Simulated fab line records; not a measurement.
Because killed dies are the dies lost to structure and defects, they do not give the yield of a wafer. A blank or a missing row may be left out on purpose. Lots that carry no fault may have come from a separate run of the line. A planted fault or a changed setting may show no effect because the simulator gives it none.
Chamber matching ; flow n5-finfet ; rie-si-06 running N5_FIN_SAQP_FIN_ETCH_36: 4 sister chambers
The step etches the open film in HBr/Cl2/O2, target depth 120 nm, time 50.4 s. 16 wafers are shown with their chamber, then 8 later ones without.

## WAFERS, EACH WITH ITS CHAMBER
wafer;chamber;drypump-motor-current-A (A);oes-product-au (a.u.);throttle-valve-pct (%)
L075.1;0;5.8;1.011;36.4
L075.2;2;5.8;0.968;36.3
L075.4;1;5.7;1.012;36.4
L076.2;0;5.8;1.032;36.3
L076.3;2;5.9;0.976;36.3
L076.4;1;5.7;1.010;36.4
L077.2;3;5.7;1.037;36.6
L077.5;1;5.7;1.010;36.4
L077.6;2;5.9;0.982;36.2
L080.1;1;5.7;1.013;36.4
L080.3;2;5.8;0.972;36.3
L080.4;0;5.8;1.015;36.4
L085.1;1;5.7;1.005;36.4
L085.2;3;5.7;1.026;36.5
L085.6;0;5.8;1.020;36.4
L086.2;3;5.7;1.021;36.6

SIGNATURES (means of the wafers above)
reading;chamber 0;chamber 1;chamber 2;chamber 3;scatter within a chamber
drypump-motor-current-A;5.800;5.700;5.850;5.700;0.0289
oes-product-au;1.01950;1.01000;0.97450;1.02800;0.00663
throttle-valve-pct;36.375;36.400;36.275;36.567;0.0425
Rule: for a wafer and a chamber, the distance is found by dividing, reading by reading, the gap between the wafer's reading and the chamber's mean by the reading's scatter, squaring, summing and taking the root. The wafer belongs to the nearest chamber; if the next one is less than 2 further off, it can't be placed. The scatter is the square root of a quotient: the sum, over the shown wafers, of each reading's squared deviation from its chamber's mean, divided by wafers minus chambers.

## WAFERS MISSING THEIR CHAMBER
wafer;drypump-motor-current-A (A);oes-product-au (a.u.);throttle-valve-pct (%)
L086.5;5.7;1.013;36.4
L086.6;5.8;1.021;36.4
L088.1;5.8;0.978;36.2
L088.2;5.8;1.002;36.4
L088.3;5.7;1.029;36.6
L096.4;5.7;1.029;36.5
L096.5;5.8;1.019;36.4
L096.6;5.7;1.024;36.4

## EACH ONE'S CHAMBER
wafer;from the rows above;in truth
L086.5;1;1
L086.6;0;0
L088.1;2;2
L088.2;can't be placed: 0 or 1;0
L088.3;3;3
L096.4;3;3
L096.5;0;0
L096.6;can't be placed: 1 or 0 or 3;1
6 of 8 placed correctly. Unplaceable from these rows: 2, with the true chamber sitting among the candidates in 2. Placed wrongly: 0.
